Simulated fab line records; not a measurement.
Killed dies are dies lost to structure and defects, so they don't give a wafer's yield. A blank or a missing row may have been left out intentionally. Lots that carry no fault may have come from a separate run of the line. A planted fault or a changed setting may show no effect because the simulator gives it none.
fab line records	flow n5Finfet
record: lots: 7	wafers: 21
route steps=1938 shown SD_EPI_P@297 SD_ACTIVATION@330 HKMG_FIN@386 GATE_CUT@490 BEOL_M0_SAQP@635
startH: hours from the record's opening day to when the first of the lot's shown wafers began	waitH: how many hours have passed since the lot's step before this one	" repeats the value in the row above	L1.1+2: one row covering several wafers at once	- no value, or no start was given	* or withheld: withheld	< > ~ a bound
route shown NAME@n: a module of which the file shows steps, and the number in the route of the first	usual: mean/standard deviation of fault-free wafers	same: alike in all rows	chamber/n: place in a boat	sites: each site's reading	_std_site: standard deviation of those values	_edge_site: mean of outer sites minus mean of inner sites	radiusMm: how far each site lies from the wafer's centre	mask NAME#n: copy n	behind: the most recent tool/chamber to have shaped the wafer	hold: why the lot went on hold/how many hours it stayed there/how the hold came to an end	device: which transistor (n, p or np) failed to switch	end of line: at the end of the route, the tests of the same wafers	a step without rows: its recipe alone	killed: dies that structure and defects cost at the first sort, which is not the same as the wafer's yield	map: shows each die of a wafer: x if killed, . if not, _ if none is there
set.NAME: the setting the step ran with; set.NAME@STEP: the setting that earlier step ran with	model.NAME: the simulator's own value behind a step, which no gauge read
lots with deliberately changed settings; one table per step, one row per wafer
== steps ==
step: N5_SD_EPI_P_COAT_03
recipe: resist: CAR-ArF-block	spinRpm: 1500	resistThkNm: 150
lot.wafer	tool	chamber	startH	waitH	set.spinRpm	model.CAR-ArF-block_of_SD_EPI_P_COAT_03.thkNm
L076.2+3	lithoTrack-05	0	-	-	1500	150.2
L076.6	"	0	"	"	1500	150.4
L077.2+6	lithoTrack-02	0	-	-	1500	149.2
L077.5	"	0	"	"	1500	149.6
L084.2	lithoTrack-02	0	-	-	1661	141.6
L084.4+6	"	0	"	"	1500	149.2
L086.1	lithoTrack-02	0	-	-	1500	149
L086.3	"	0	"	"	1412	153.4
L086.5	"	0	"	"	1500	149.2
L087.1	lithoTrack-05	0	-	-	1401	155.4
L087.2	"	0	"	"	1500	150.4
L087.5	"	0	"	"	1500	150.6
L094.1	lithoTrack-02	0	-	-	1500	149.8
L094.5	"	0	"	"	1500	149.4
L094.6	"	0	"	"	1500	149.6
L096.3+4	lithoTrack-02	0	-	-	1500	149.2
L096.6	"	0	"	"	1339	157.6
step: N5_SD_EPI_P_EBR_05
recipe: solvent: PGMEA	ebrWidthMm: 1.5
step: N5_SD_EPI_P_SOFTBAKE_04
recipe: tempC: 110	timeS: 60	resist: CAR-ArF-block
step: N5_SD_EPI_P_EXPOSE_06
recipe: maskId: SD_P_BLK	na: 1.35	sourceShape: conventional	sigmaOuter: 0.8	polarization: unpolarized	targetCdNm: 240	doseMj: 39.5
step: N5_SD_EPI_P_PEB_07
recipe: pebTempC: 110	pebTimeS: 60	resist: CAR-ArF-block
step: N5_SD_EPI_P_DEVELOP_08
recipe: developTimeS: 30	developer: TMAH	resist: CAR-ArF-block	devTempC: 23	rinseLiquid: diw	dry: airSpin
lot.wafer	tool	chamber	startH	waitH	set.spinRpm@SD_EPI_P_COAT_03	model.CAR-ArF-block_of_SD_EPI_P_COAT_03.thkNm
L076.2+3	lithoTrack-01	0	-	-	1500	148.4
L076.6	"	0	"	"	1500	148.6
L077.2+6	lithoTrack-05	0	-	-	1500	147.6
L077.5	"	0	"	"	1500	148
L084.2	lithoTrack-01	0	-	-	1661	140
L084.4	"	0	"	"	1500	147.6
L084.6	"	0	"	"	1500	147.4
L086.1+5	lithoTrack-02	0	-	-	1500	147.4
L086.3	"	0	"	"	1412	151.8
L087.1	lithoTrack-05	0	-	-	1401	153.8
L087.2	"	0	"	"	1500	148.6
L087.5	"	0	"	"	1500	148.8
L094.1	lithoTrack-05	0	-	-	1500	148.2
L094.5+6	"	0	"	"	1500	147.8
L096.3	lithoTrack-05	0	-	-	1500	147.4
L096.4	"	0	"	"	1500	147.6
L096.6	"	0	"	"	1339	156
step: N5_SD_EPI_P_DESCUM_14
recipe: chemistry: O2	timeS: 7.9	sourcePowerW: 50	biasPowerW: 20	pressureMtorr: 20	rfFrequencyHz: 2.712e+07	tempC: 40	resist: CAR-ArF-block	o2FlowSccm: 225
step: N5_SD_EPI_P_ETCH_36
recipe: chemistry: CF4	target: SiARC	targetDepthA: 455	maskMaterial: CAR-ArF-block	timeS: 75.8	ionEnergyEv: 80	pressureMtorr: 40	sourceW: 545	biasW: 36	Ar_flow_sccm: 100	cf4FlowSccm: 100	ends: cleared
lot.wafer	tool	chamber	startH	waitH	set.spinRpm@SD_EPI_P_COAT_03	model.CAR-ArF-block_of_SD_EPI_P_COAT_03.thkNm
L076.2	rieDiel-06	3	65.87	0.0	1500	111
L076.3	"	1	"	"	1500	111.2
L076.6	"	2	"	"	1500	111.4
L077.2	rieDiel-05	2	70.69	0.0	1500	110.2
L077.5	"	1	"	"	1500	110.8
L077.6	"	2	"	"	1500	110.4
L084.2	rieDiel-02	0	116.24	0.0	1661	102.6
L084.4	"	1	"	"	1500	110.4
L084.6	"	3	"	"	1500	110.2
L086.1	rieDiel-05	3	126.34	0.0	1500	110
L086.3	"	0	"	"	1412	114.6
L086.5	"	3	"	"	1500	110.2
L087.1	rieDiel-02	1	129.65	0.0	1401	116.6
L087.2	"	0	"	"	1500	111.2
L087.5	"	3	"	"	1500	111.8
L094.1	rieDiel-06	0	177.75	0.0	1500	110.8
L094.5+6	"	0,2	"	"	1500	110.4
L096.3	rieDiel-02	2	185.66	0.0	1500	110.2
L096.4	"	1	"	"	1500	110.4
L096.6	"	2	"	"	1339	118.8
step: N5_SD_EPI_P_ETCH_37
recipe: chemistry: N2/H2	target: SOC	overetchA: 1080	maskMaterial: SiARC	tempC: 40	ionEnergyEv: 100	sourceW: 3000	biasW: 133	pressureMtorr: 20	timeS: 486	n2FlowSccm: 200	h2FlowSccm: 200	ends: endPoint
step: N5_SD_EPI_P_STRIP_38
recipe: chemistry: N2/H2	tempC: 40	n2FlowSccm: 200	h2FlowSccm: 200	rfFrequencyHz: 6e+07
step: N5_SD_ACTIVATION_RTA_00
recipe: tempC: 975	timeS: 0	ambient: N2	idleTempC: 600	rampUpCPerS: 150	rampDownCPerS: 60	coolToC: 600
step: N5_SD_ACTIVATION_LSA_01
recipe: tempC: 1080	timeS: 0.0008	ambient: N2
step: N5_SD_ACTIVATION_RS_MEAS_03
recipe: thkMeasGauge: four-point-probe
usual: RS_SD_N: 21.89/0.27	RS_SD_P: 56.1/0.87
lot.wafer	tool	chamber	startH	waitH	set.timeS@SD_EPI_N_EPI_21	RS_SD_N[ohm/sq]	RS_SD_P[ohm/sq]
L076.2	filmMetro-02	-	70.00	0.2	690	22.06	56.6
L076.3	"	-	"	"	690	22.03	55.3
L076.6	"	-	"	"	690	21.95	56.7
L077.2	filmMetro-02	-	74.93	0.2	635.6	22.87	53.7
L077.5	"	-	"	"	635.6	22.49	54.6
L077.6	"	-	"	"	690	21.69	54.2
L084.2	filmMetro-02	-	120.38	0.2	690	21.98	55.7
L084.4	"	-	"	"	690	21.82	55.1
L084.6	"	-	"	"	690	21.95	54.8
L086.1	filmMetro-01	-	130.60	0.2	566.3	25.09	55.2
L086.3	"	-	"	"	690	21.97	55.5
L086.5	"	-	"	"	690	21.82	55.5
L087.1	filmMetro-01	-	134.63	0.2	690	21.95	56.7
L087.2	"	-	"	"	803.6	20.15	56.2
L087.5	"	-	"	"	690	22.26	55.6
L094.1	filmMetro-01	-	182.72	0.2	690	21.90	56.3
L094.5	"	-	"	"	690	21.75	54.6
L094.6	"	-	"	"	690	21.83	56.1
L096.3	filmMetro-01	-	189.81	0.2	690	21.55	56.9
L096.4	"	-	"	"	690	21.42	55.8
L096.6	"	-	"	"	690	21.48	56.5
step: N5_HKMG_FIN_HK_ALD_01
recipe: material: HfO2	targetThkA: 16	tempC: withheld	aldPrecursorFamily: HfCl4	aldCoReactant: H2O	pulseTimeS: 3	purgeTimeS: 3	coReactantPurgeTimeS: 2.5	coReactantPulseTimeS: 0.3	aldCycles: 30
lot.wafer	tool	chamber	startH	waitH	set.aldCycles
L076.2+3+6	aldHk-03	1,0,3	81.78	0.0	30
L077.2+5+6	aldHk-01	2,1,2	86.80	0.0	30
L084.2	aldHk-02	2	132.28	0.0	34
L084.4+6	"	3	"	"	30
L086.1+3	aldHk-01	1,2	142.59	0.0	30
L086.5	"	3	"	"	28
L087.1+2	aldHk-02	2,1	146.11	0.0	30
L087.5	"	3	"	"	28
L094.1+5	aldHk-02	1	195.45	0.0	30
L094.6	"	2	"	"	25
L096.3+6	aldHk-03	0,2	202.29	0.0	27
L096.4	"	2	"	"	30
step: N5_HKMG_FIN_HK_ANNEAL_02
recipe: tempC: 700	timeS: 30	ambient: N2	idleTempC: 600	rampUpCPerS: 150	rampDownCPerS: 60	coolToC: 600
step: N5_HKMG_FIN_ALD_74
recipe: material: La2O3	targetThkA: 5	tempC: 250	aldPrecursorFamily: La-Cp	aldCoReactant: O3	pulseTimeS: 6	coReactantPulseTimeS: 1	purgeTimeS: 3	coReactantPurgeTimeS: 3
step: N5_HKMG_FIN_WET_ETCH_82
recipe: chemistry: dHCl	mix: 1:10000	tempC: 25	target: La2O3	stopOn: HfO2	targetDepthNm: 2	dry: ipaMarangoni	rinseTimeS: 30	rinseTempC: 23
step: N5_HKMG_FIN_ALD_36
recipe: material: TiN	targetThkA: 10	tempC: 400	aldPrecursorFamily: TiCl4	aldCoReactant: NH3	pulseTimeS: 1	purgeTimeS: 3	coReactantPurgeTimeS: 2	coReactantPulseTimeS: 2	aldCycles: 47	pressureTorr: 3
step: N5_HKMG_FIN_THK_MEAS_70
recipe: thkMeasGauge: xrf	reads: HfO2_of_HKMG_FIN_HK_ALD_01
usual: HK_THK: 1.609/0.022
lot.wafer	tool	chamber	startH	waitH	set.aldCycles@HKMG_FIN_HK_ALD_01	HK_THK[nm]
L076.2	filmMetro-02	-	85.29	0.2	30	1.582
L076.3	"	-	"	"	30	1.544
L076.6	"	-	"	"	30	1.622
L077.2	filmMetro-02	-	90.31	0.2	30	1.588
L077.5	"	-	"	"	30	1.616
L077.6	"	-	"	"	30	1.600
L084.2	filmMetro-01	-	135.79	0.2	34	1.837
L084.4	"	-	"	"	30	1.644
L084.6	"	-	"	"	30	1.628
L086.1	filmMetro-02	-	146.36	0.2	30	1.592
L086.3	"	-	"	"	30	1.623
L086.5	"	-	"	"	28	1.513
L087.1	filmMetro-01	-	149.76	0.2	30	1.610
L087.2	"	-	"	"	30	1.587
L087.5	"	-	"	"	28	1.505
L094.1	filmMetro-01	-	199.04	0.2	30	1.612
L094.5	"	-	"	"	30	1.613
L094.6	"	-	"	"	25	1.354
L096.3	filmMetro-02	-	205.83	0.2	27	1.461
L096.4	"	-	"	"	30	1.609
L096.6	"	-	"	"	27	1.454
step: N5_HKMG_FIN_COAT_06
recipe: resist: CAR-ArF	spinRpm: 1500	resistThkNm: 90
lot.wafer	tool	chamber	startH	waitH	set.spinRpm	model.CAR-ArF_of_HKMG_FIN_COAT_06.thkNm
L076.2	lithoTrack-02	0	-	-	1500	89.6
L076.3	"	0	"	"	1500	89.4
L076.6	"	0	"	"	1500	89.8
L077.2+5	lithoTrack-03	0	-	-	1423	92.8
L077.6	"	0	"	"	1423	93
L084.2	lithoTrack-02	0	-	-	1421	92
L084.4+6	"	0	"	"	1421	92.2
L086.1	lithoTrack-03	0	-	-	1500	89.8
L086.3	"	0	"	"	1500	90.2
L086.5	"	0	"	"	1646	86
L087.1	lithoTrack-01	0	-	-	1500	89.6
L087.2	"	0	"	"	1500	89.2
L087.5	"	0	"	"	1500	89.4
L094.1	lithoTrack-02	0	-	-	1443	91.8
L094.5	"	0	"	"	1500	89.4
L094.6	"	0	"	"	1443	91.6
L096.3	lithoTrack-02	0	-	-	1395	93.2
L096.4	"	0	"	"	1395	93.4
L096.6	"	0	"	"	1500	90
step: N5_HKMG_FIN_EXPOSE_09
recipe: maskId: NWFM	na: 1.35	sourceShape: conventional	sigmaOuter: 0.8	polarization: unpolarized	doseMj: 39.25
lot.wafer	tool	chamber	startH	waitH	mask	set.doseMj
L076.2+3+6	arfiScanner-01	0	86.04	-	NWFM#0	39.25
L077.2+6	arfiScanner-01	0	90.94	-	NWFM#0	37.93
L077.5	"	0	"	"	NWFM#0	39.25
L084.2+6	arfiScanner-03	0	136.42	-	NWFM#0	39.25
L084.4	"	0	"	"	NWFM#0	42
L086.1+3	arfiScanner-01	0	147.12	-	NWFM#0	39.25
L086.5	"	0	"	"	NWFM#0	36.77
L087.1+5	arfiScanner-03	0	150.51	-	NWFM#0	40.02
L087.2	"	0	"	"	NWFM#0	39.25
L094.1+5	arfiScanner-01	0	199.79	-	NWFM#0	41.11
L094.6	"	0	"	"	NWFM#0	39.25
L096.3+4+6	arfiScanner-03	0	206.60	-	NWFM#0	39.25
step: N5_HKMG_FIN_PEB_10
recipe: pebTempC: withheld	pebTimeS: 60	resist: CAR-ArF
step: N5_HKMG_FIN_DEVELOP_11
recipe: developTimeS: 30	developer: TMAH	resist: CAR-ArF	devTempC: 23	rinseLiquid: diw	dry: airSpin
lot.wafer	tool	chamber	startH	waitH	set.spinRpm@HKMG_FIN_COAT_06	model.CAR-ArF_of_HKMG_FIN_COAT_06.thkNm
L076.2	lithoTrack-01	0	-	-	1500	87.8
L076.3	"	0	"	"	1500	87.6
L076.6	"	0	"	"	1500	88
L077.2	lithoTrack-03	0	-	-	1423	91
L077.5	"	0	"	"	1423	91.2
L077.6	"	0	"	"	1423	91.4
L084.2+4+6	lithoTrack-03	0	-	-	1421	90.4
L086.1	lithoTrack-02	0	-	-	1500	88.2
L086.3	"	0	"	"	1500	88.4
L086.5	"	0	"	"	1646	84.2
L087.1	lithoTrack-01	0	-	-	1500	87.8
L087.2	"	0	"	"	1500	87.4
L087.5	"	0	"	"	1500	87.6
L094.1	lithoTrack-03	0	-	-	1443	90
L094.5	"	0	"	"	1500	87.8
L094.6	"	0	"	"	1443	89.8
L096.3+4	lithoTrack-02	0	-	-	1395	91.6
L096.6	"	0	"	"	1500	88.4
step: N5_HKMG_FIN_CD_MEAS_12
recipe: targetCdNm: 92.8	landingEnergyEv: 500	detector: seInlens
usual: cdNm: 92.9/0.71
lot.wafer	tool	chamber	startH	waitH	set.doseMj@HKMG_FIN_EXPOSE_09	cdNm
L076.2	cdSem-02	0	86.16	-	39.25	93.5
L076.3	"	0	"	"	39.25	92.4
L076.6	"	0	"	"	39.25	92.9
L077.2	cdSem-01	0	91.06	-	37.93	91.3
L077.5	"	0	"	"	39.25	91.8
L077.6	"	0	"	"	37.93	89.8
L084.2	cdSem-03	0	136.54	-	39.25	93.4
L084.4	"	0	"	"	42	97.9
L084.6	"	0	"	"	39.25	92.9
L086.1	cdSem-02	0	147.24	-	39.25	92.2
L086.3	"	0	"	"	39.25	92.1
L086.5	"	0	"	"	36.77	88.6
L087.1	cdSem-02	0	150.63	-	40.02	92.6
L087.2	"	0	"	"	39.25	92.0
L087.5	"	0	"	"	40.02	94.0
L094.1	cdSem-01	0	199.91	-	41.11	96.9
L094.5	"	0	"	"	41.11	96.9
L094.6	"	0	"	"	39.25	92.8
L096.3	cdSem-03	0	206.71	-	39.25	93.7
L096.4	"	0	"	"	39.25	92.4
L096.6	"	0	"	"	39.25	92.4
step: N5_HKMG_FIN_DESCUM_17
recipe: chemistry: O2	timeS: 7.9	sourcePowerW: 50	biasPowerW: 20	pressureMtorr: 20	rfFrequencyHz: 2.712e+07	tempC: 40	resist: CAR-ArF	o2FlowSccm: 225
step: N5_HKMG_FIN_ETCH_31
recipe: chemistry: CF4	target: SiARC	targetDepthA: 455	maskMaterial: CAR-ArF	timeS: 75.8	ionEnergyEv: 80	pressureMtorr: 40	sourceW: 545	biasW: 36	Ar_flow_sccm: 100	cf4FlowSccm: 100	ends: cleared
lot.wafer	tool	chamber	startH	waitH	set.spinRpm@HKMG_FIN_COAT_06	model.CAR-ArF_of_HKMG_FIN_COAT_06.thkNm
L076.2+6	rieDiel-03	2	86.28	0.0	1500	50.6
L076.3	"	0	"	"	1500	50.2
L077.2+5	rieDiel-03	1,2	91.38	0.0	1423	53.6
L077.6	"	1	"	"	1423	53.8
L084.2+4+6	rieDiel-03	1,0,1	136.67	0.0	1421	53
L086.1	rieDiel-04	2	147.36	0.0	1500	50.6
L086.3	"	0	"	"	1500	51
L086.5	"	2	"	"	1646	46.8
L087.1	rieDiel-01	2	150.76	0.0	1500	50.8
L087.2	"	1	"	"	1500	50.2
L087.5	"	2	"	"	1500	50.6
L094.1	rieDiel-04	2	200.04	0.0	1443	52.6
L094.5	"	3	"	"	1500	50.6
L094.6	"	2	"	"	1443	52.4
L096.3+4	rieDiel-01	1	206.83	0.0	1395	54.2
L096.6	"	2	"	"	1500	51
step: N5_GATE_CUT_DESCUM_18
recipe: chemistry: O2	timeS: 7	sourcePowerW: 50	biasPowerW: 20	pressureMtorr: 20	rfFrequencyHz: 2.712e+07	tempC: 40	resist: CAR-EUV	o2FlowSccm: 225
lot.wafer	tool	chamber	startH	waitH	set.timeS	model.CAR-EUV_of_GATE_CUT_COAT_07.thkNm
L076.2+3	rieDiel-05	1,2	94.34	0.0	7	25.8
L076.6	"	1	"	"	7	26
L077.2	rieDiel-05	0	99.80	0.0	7	26
L077.5	"	0	"	"	5.941	26.6
L077.6	"	1	"	"	7	25.8
L084.2	rieDiel-06	2	145.08	0.1	7.914	25.6
L084.4	"	1	"	"	7	26.2
L084.6	"	1	"	"	7	26
L086.1	rieDiel-02	2	155.63	0.0	6.076	26.6
L086.3+5	"	0	"	"	7	26
L087.1+5	rieDiel-06	1,2	159.25	0.4	7	26
L087.2	"	0	"	"	6.427	26.4
L094.1	rieDiel-02	3	208.72	0.0	5.464	27
L094.5+6	"	2,3	"	"	7	26.2
L096.3+6	rieDiel-02	3	214.90	0.0	6.554	26.4
L096.4	"	0	"	"	7	26
step: N5_GATE_CUT_ETCH_36
recipe: chemistry: CF4	target: SiARC	targetDepthA: 130	maskMaterial: CAR-EUV	timeS: 21.7	ionEnergyEv: 80	pressureMtorr: 40	sourceW: 545	biasW: 36	Ar_flow_sccm: 100	cf4FlowSccm: 100	ends: cleared
lot.wafer	tool	chamber	startH	waitH	set.cf4FlowSccm	set.timeS@GATE_CUT_DESCUM_18	model.CAR-EUV_of_GATE_CUT_COAT_07.thkNm
L076.2	rieDiel-05	1	94.40	0.0	100	7	6.6
L076.3+6	"	2,1	"	"	100	7	6.8
L077.2	rieDiel-05	0	99.86	0.0	84.65	7	7.2
L077.5	"	0	"	"	100	5.941	7.8
L077.6	"	1	"	"	100	7	6.8
L084.2	rieDiel-06	2	145.13	0.0	117.9	7.914	6.6
L084.4+6	"	1	"	"	100	7	7
L086.1	rieDiel-02	2	155.68	0.0	100	6.076	7.4
L086.3	"	0	"	"	116.3	7	7
L086.5	"	0	"	"	100	7	7
L087.1+5	rieDiel-06	1,2	159.31	0.0	100	7	7
L087.2	"	0	"	"	100	6.427	7.4
L094.1	rieDiel-02	3	208.78	0.0	100	5.464	8
L094.5	"	2	"	"	100	7	7
L094.6	"	3	"	"	121.4	7	7.2
L096.3+6	rieDiel-02	3	214.95	0.0	100	6.554	7.4
L096.4	"	0	"	"	100	7	7
step: N5_BEOL_M0_SAQP_PECVD_03
recipe: material: SiCN	targetThkA: 120	tempC: withheld	precursor: 3MS/NH3	pressureTorr: 3	rfW: 202	timeS: 21.1
lot.wafer	tool	chamber	startH	waitH	set.timeS	model.SiCN_of_BEOL_M0_SAQP_PECVD_03.thkNm
L076.2	pecvd-02	2	126.84	0.1	21.1	11.6
L076.3	"	1	"	"	21.1	11.4
L076.6	"	0	"	"	21.1	12
L077.2+6	pecvd-02	1,2	127.19	0.1	21.1	11.8
L077.5	"	1	"	"	21.1	12
L084.2	pecvd-02	2	167.75	0.1	21.1	11.6
L084.4	"	2	"	"	19.27	11
L084.6	"	1	"	"	21.1	12
L086.1+5	pecvd-01	1,0	179.62	0.1	18.38	10.8
L086.3	"	0	"	"	21.1	12
L087.1	pecvd-01	0	183.26	0.1	20.27	11.6
L087.2	"	1	"	"	21.1	12
L087.5	"	0	"	"	21.1	12.2
L094.1	pecvd-02	1	230.44	0.1	18.02	10
L094.5+6	"	0,2	"	"	21.1	11.8
L096.3	pecvd-02	1	236.49	0.1	21.1	11.8
L096.4	"	0	"	"	22.66	12.8
L096.6	"	1	"	"	21.1	12
step: N5_BEOL_M0_SAQP_EXPOSE_11
recipe: maskId: M0_CORE	na: 1.35	sourceShape: dipole	sigmaInner: 0.538	sigmaOuter: 0.738	polarization: te	targetCdNm: 42	doseMj: 55
lot.wafer	tool	chamber	startH	waitH	mask	set.doseMj
L076.2+3+6	arfiScanner-02	0	127.42	-	M0_CORE#0	55
L077.2+5+6	arfiScanner-02	0	127.64	-	M0_CORE#0	56.93
L084.2+4+6	arfiScanner-03	0	168.35	-	M0_CORE#0	55
L086.1	arfiScanner-03	0	180.19	-	M0_CORE#0	58.14
L086.3+5	"	0	"	"	M0_CORE#0	55
L087.1+2+5	arfiScanner-03	0	183.70	-	M0_CORE#0	55
L094.1+5	arfiScanner-01	0	230.88	-	M0_CORE#0	55
L094.6	"	0	"	"	M0_CORE#0	57.19
L096.3	arfiScanner-03	0	237.07	-	M0_CORE#0	55
L096.4+6	"	0	"	"	M0_CORE#0	53.68
step: N5_BEOL_M0_SAQP_PEB_12
recipe: pebTempC: withheld	pebTimeS: 60	resist: CAR-ArF
step: N5_BEOL_M0_SAQP_DEVELOP_13
recipe: developTimeS: 30	developer: TMAH	resist: CAR-ArF	devTempC: 23	rinseLiquid: diw	dry: airSpin
step: N5_BEOL_M0_SAQP_ETCH_101
recipe: chemistry: CH3F/O2	target: SiNx	maskMaterial: SiO2	targetDepthA: 299	timeS: 42.7	pressureMtorr: 30	sourceW: 395	biasW: 73	Ar_flow_sccm: 150	CH3F_flow_sccm: 30	O2_flow_sccm: 20	ionEnergyEv: 120
step: N5_BEOL_M0_SAQP_ETCH_102
recipe: chemistry: CF4	target: SiO2	targetDepthA: 40	ionEnergyEv: 350	timeS: 4.4	pressureMtorr: 10	icpW: 800	biasW: 400	cf4FlowSccm: 80
step: N5_BEOL_M0_SAQP_MANDREL_ETCH_103
recipe: chemistry: HBr/Cl2	target: a-Si	targetDepthA: 450	btTimeS: 10	stopOn: SiCN	maskMaterial: SiO2	overEtchFrac: 0.8	timeS: 27	pressureMtorr: 10	icpW: 800	biasW: 75	HBr_flow_sccm: 150	Cl2_flow_sccm: 80	ends: endPoint
lot.wafer	tool	chamber	startH	waitH	set.timeS@BEOL_M0_SAQP_PECVD_03	model.SiCN_of_BEOL_M0_SAQP_PECVD_03.thkNm
L076.2	rieSi-02	2	129.43	0.0	21.1	8.6
L076.3	"	3	"	"	21.1	8.4
L076.6	"	0	"	"	21.1	8.8
L077.2	rieSi-04	1	129.60	0.0	21.1	8.6
L077.5	"	3	"	"	21.1	9
L077.6	"	2	"	"	21.1	8.8
L084.2	rieSi-04	1	170.58	0.0	21.1	8.4
L084.4	"	0	"	"	19.27	7.8
L084.6	"	0	"	"	21.1	8.8
L086.1+5	rieSi-04	0,1	183.76	0.0	18.38	7.6
L086.3	"	3	"	"	21.1	9.2
L087.1	rieSi-05	2	186.97	0.0	20.27	8.2
L087.2+5	"	3,2	"	"	21.1	9
L094.1	rieSi-04	1	233.68	0.0	18.02	6.8
L094.5+6	"	3,0	"	"	21.1	8.6
L096.3	rieSi-04	1	239.08	0.0	21.1	8.6
L096.4	"	0	"	"	22.66	9.6
L096.6	"	0	"	"	21.1	9
== key ==
split: step: N5_SD_EPI_P_COAT_03	setting: spinRpm	stated: 1500	by: wafer
response: step: N5_SD_EPI_P_COAT_03	reading: model.CAR-ArF-block_of_SD_EPI_P_COAT_03.thkNm	change: -0.744	per: 1%	r: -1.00
response: step: N5_SD_EPI_P_DEVELOP_08	reading: model.CAR-ArF-block_of_SD_EPI_P_COAT_03.thkNm	change: -0.75	per: 1%	r: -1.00
response: step: N5_SD_EPI_P_ETCH_36	reading: model.CAR-ArF-block_of_SD_EPI_P_COAT_03.thkNm	change: -0.759	per: 1%	r: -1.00
split: step: N5_HKMG_FIN_HK_ALD_01	setting: aldCycles	stated: 30	by: wafer
response: step: N5_HKMG_FIN_THK_MEAS_70	reading: HK_THK	change: +0.0151	per: 1%	r: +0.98
split: step: N5_HKMG_FIN_COAT_06	setting: spinRpm	stated: 1500	by: wafer
response: step: N5_HKMG_FIN_COAT_06	reading: model.CAR-ArF_of_HKMG_FIN_COAT_06.thkNm	change: -0.447	per: 1%	r: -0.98
response: step: N5_HKMG_FIN_DEVELOP_11	reading: model.CAR-ArF_of_HKMG_FIN_COAT_06.thkNm	change: -0.444	per: 1%	r: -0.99
response: step: N5_HKMG_FIN_ETCH_31	reading: model.CAR-ArF_of_HKMG_FIN_COAT_06.thkNm	change: -0.433	per: 1%	r: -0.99
split: step: N5_HKMG_FIN_EXPOSE_09	setting: doseMj	stated: 39.25	by: wafer
response: step: N5_HKMG_FIN_CD_MEAS_12	reading: cdNm	change: +0.647	per: 1%	r: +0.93
split: step: N5_GATE_CUT_DESCUM_18	setting: timeS	stated: 7	by: wafer
response: step: N5_GATE_CUT_DESCUM_18	reading: model.CAR-EUV_of_GATE_CUT_COAT_07.thkNm	change: -0.0416	per: 1%	r: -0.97
response: step: N5_GATE_CUT_ETCH_36	reading: model.CAR-EUV_of_GATE_CUT_COAT_07.thkNm	change: -0.0414	per: 1%	r: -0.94
split: step: N5_GATE_CUT_ETCH_36	setting: cf4FlowSccm	stated: 100	by: wafer
response none clear
split: step: N5_BEOL_M0_SAQP_PECVD_03	setting: timeS	stated: 21.1	by: wafer
response: step: N5_BEOL_M0_SAQP_PECVD_03	reading: model.SiCN_of_BEOL_M0_SAQP_PECVD_03.thkNm	change: +0.109	per: 1%	r: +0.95
response: step: N5_BEOL_M0_SAQP_MANDREL_ETCH_103	reading: model.SiCN_of_BEOL_M0_SAQP_PECVD_03.thkNm	change: +0.12	per: 1%	r: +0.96
split: step: N5_BEOL_M0_SAQP_EXPOSE_11	setting: doseMj	stated: 55	by: wafer
response none clear
split outsideThisFile step=N5_SD_EPI_N_EPI_21 setting=timeS
split outsideThisFile: this setting was split too, and the file shows its column; the key of that split is in another file
